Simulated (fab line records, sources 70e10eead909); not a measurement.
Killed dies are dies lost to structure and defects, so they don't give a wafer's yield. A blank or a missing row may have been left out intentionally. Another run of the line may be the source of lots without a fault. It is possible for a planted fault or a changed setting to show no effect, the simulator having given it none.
Which of the tools did it? ; flow nand harc ; 39 wafers from 13 lots sampled at 5 of the route's 1302 steps

## WHAT THE GAUGES READ, wafer by wafer
NHARC_END_SORT_01.
lot;measured;on;killed at array;killed at other;killed at periphery;killed dies;killed open;killed short
L469;day 26 21:25;prober-02;44 33 53;1 2 2;9 7 2;54 42 57;5 1 2;1 6 2
L473;day 32 06:51;prober-01;42 32 41;0 1 0;9 3 9;51 36 50;1 4 6;1 0 0

## WHAT TOOL EACH LOT RAN ON (gives the tool, then ch and the chambers of the sampled wafers, and finally the start)
lot;NHARC_A_WL_FILL_ETCHBACK_04;NHARC_A_WL_FILL_STRIP_27;NHARC_A_WL_FILL_ETCHBACK_26;NHARC_A_WL_FILL_CMP_12
L463;rie metal-03 ch 1, day 20 03:01;plasma asher-01 ch 0,1, day 20 03:22;rie si-04 ch 1,3, day 20 18:30;cmp-04 ch 1,2,3, day 20 19:12
L465;rie metal-01 ch 0,1, day 21 11:44;plasma asher-02 ch 0,1, day 21 12:13;rie si-04 ch 0,3, day 22 03:54;cmp-04 ch 0,2,3, day 22 04:40
L468;rie metal-01 ch 0, day 22 21:11;plasma asher-02 ch 0,1, day 22 21:32;rie si-01 ch 0,1, day 23 13:41;cmp-04 ch 0,2, day 23 14:20
L469;rie metal-02 ch 0,1, day 22 21:30;plasma asher-02 ch 0,1, day 22 21:52;rie si-04 ch 1,2,3, day 23 13:41;cmp-02 ch 1,2,3, day 23 14:22
L470;rie metal-03 ch 0,1, day 23 09:10;plasma asher-01 ch 0,1, day 23 09:33;rie si-01 ch 1,2,3, day 24 02:25;cmp-04 ch 0,1,2, day 24 03:07
L472;rie metal-01 ch 0,1, day 23 13:06;plasma asher-01 ch 0,1, day 23 13:29;rie si-01 ch 2,3, day 24 05:59;cmp-02 ch 0,1,3, day 24 06:41
L473;rie metal-01 ch 0,1, day 23 17:59;plasma asher-01 ch 0,1, day 23 18:35;rie si-01 ch 1,3, day 24 11:26;cmp-04 ch 1,2,3, day 24 12:07
L476;rie metal-03 ch 1, day 25 09:53;plasma asher-01 ch 0,1, day 25 10:16;rie si-04 ch 0,2,3, day 26 04:23;cmp-04 ch 0,3, day 26 05:01
L478;rie metal-01 ch 0,1, day 26 01:37;plasma asher-01 ch 0,1, day 26 01:59;rie si-03 ch 1,2,3, day 26 17:14;cmp-04 ch 2,3, day 26 18:17
L479;rie metal-02 ch 0,1, day 26 16:20;plasma asher-01 ch 0,1, day 26 16:43;rie si-04 ch 0,2,3, day 27 09:11;cmp-02 ch 1,2, day 27 09:53
L482;rie metal-03 ch 0,1, day 27 22:46;plasma asher-01 ch 0,1, day 27 23:07;rie si-01 ch 2,3, day 28 17:45;cmp-02 ch 0,3, day 28 18:24
L481;rie metal-01 ch 0,1, day 28 03:04;plasma asher-01 ch 0,1, day 28 03:27;rie si-04 ch 0,2, day 28 17:46;cmp-04 ch 2,3, day 28 18:32
L484;rie metal-02 ch 0, day 29 00:49;plasma asher-02 ch 1, day 29 01:25;rie si-04 ch 0,1,2, day 29 16:20;cmp-03 ch 1,3, day 29 16:59
- NHARC_A_WL_FILL_ETCHBACK_04: etches the open film in NF3, target depth 60 nm, time 120 s.
- NHARC_A_WL_FILL_STRIP_27: strips in N2/H2, time 20 s.
- NHARC_A_WL_FILL_ETCHBACK_26: etches the open film in HBr, target depth 52 nm, time 13.3 s.
- NHARC_A_WL_FILL_CMP_12: polishes, t overpolish 30 s, target thk 100 nm.

## WHAT THE TOOLS THEMSELVES READ (means of the sampled wafers that have a number; where no wafer has one, the mark that the record gives instead)
NHARC_A_WL_FILL_ETCHBACK_04.
lot;tool;drypump motor current A (A);oes product au (a.u.)
L463;rie metal-03;5.86;0.989
L465;rie metal-01;5.52;1.005
L468;rie metal-01;5.16;1.000
L469;rie metal-02;5.61;1.001
L470;rie metal-03;6.02;1.001
L472;rie metal-01;5.52;1.004
L473;rie metal-01;5.53;0.992
L476;rie metal-03;5.82;0.997
L478;rie metal-01;5.33;0.998
L479;rie metal-02;5.62;1.005
L482;rie metal-03;5.93;1.011
L481;rie metal-01;5.53;0.993
L484;rie metal-02;5.58;1.010

NHARC_A_WL_FILL_STRIP_27.
lot;tool;drypump motor current A (A);heater power w (W)
L463;plasma asher-01;5.9;307
L465;plasma asher-02;6.2;301
L468;plasma asher-02;6.2;306
L469;plasma asher-02;6.2;300
L470;plasma asher-01;5.9;310
L472;plasma asher-01;5.6;303
L473;plasma asher-01;5.9;306
L476;plasma asher-01;5.6;297
L478;plasma asher-01;5.6;301
L479;plasma asher-01;5.9;305
L482;plasma asher-01;5.6;302
L481;plasma asher-01;5.6;299
L484;plasma asher-02;6.2;304

NHARC_A_WL_FILL_ETCHBACK_26.
lot;tool;drypump motor current A (A);oes product au (a.u.);throttle valve pct (%)
L463;rie si-04;5.7;1.005;23.260
L465;rie si-04;5.4;0.998;23.265
L468;rie si-01;5.2;1.000;23.274
L469;rie si-04;5.5;1.002;23.266
L470;rie si-01;5.1;0.869;23.265
L472;rie si-01;5.2;0.863;23.265
L473;rie si-01;5.1;0.868;23.257
L476;rie si-04;5.3;1.004;23.262
L478;rie si-03;5.7;1.005;23.266
L479;rie si-04;5.3;1.002;23.264
L482;rie si-01;5.2;1.000;23.271
L481;rie si-04;5.1;1.004;23.265
L484;rie si-04;5.4;1.002;23.264

NHARC_A_WL_FILL_CMP_12.
lot;tool;motor current A (A);overpolish run s (s);time to endpoint s (s)
L463;cmp-04;11.6;30.004;18.1
L465;cmp-04;11.8;30.003;19.3
L468;cmp-04;12.0;29.996;20.6
L469;cmp-02;10.8;30.001;20.9
L470;cmp-04;12.3;29.995;22.6
L472;cmp-02;10.6;29.997;20.0
L473;cmp-04;11.5;30.001;19.9
L476;cmp-04;12.8;30.008;20.4
L478;cmp-04;12.1;29.994;21.0
L479;cmp-02;10.4;29.996;18.3
L482;cmp-02;11.6;29.981;21.1
L481;cmp-04;11.4;30.007;17.8
L484;cmp-03;11.4;30.004;20.5

## THE ANSWER, worked out from the rows above alone
Rule: the lots themselves supply what counts as usual. Put in order of their means at a reading, lots are off if they are a third of the lots or fewer, leave a main group of 4 or more, and stand apart from it by a gap of 3 or more times the standard deviation of the main group's means; of several such gaps the widest counts. A main group is skipped when, at the precision printed for the reading in the tables above, its means are all equal. A lot without any number at a reading at which 4 lots or more have one is off too. Where the step has rows for the other lots, those lots are counted as sound. First the gauges in route order, then the tools' own readings, where a lot's mean is used as printed above. At the first step where some lot is off, the reading lying furthest off is the one used; lots without a number count as furthest.
Off: L470, L472, L473 (NHARC_A_WL_FILL_ETCHBACK_26, oes product au). Main group: mean 1.002 a.u., sd 0.0022.
A tool fits if, at that step or a process step before it, it ran every lot that is off, and no sound lot after the first of them. No candidate that was tried fits.

## WHAT WAS PUT IN BY THE SIMULATOR
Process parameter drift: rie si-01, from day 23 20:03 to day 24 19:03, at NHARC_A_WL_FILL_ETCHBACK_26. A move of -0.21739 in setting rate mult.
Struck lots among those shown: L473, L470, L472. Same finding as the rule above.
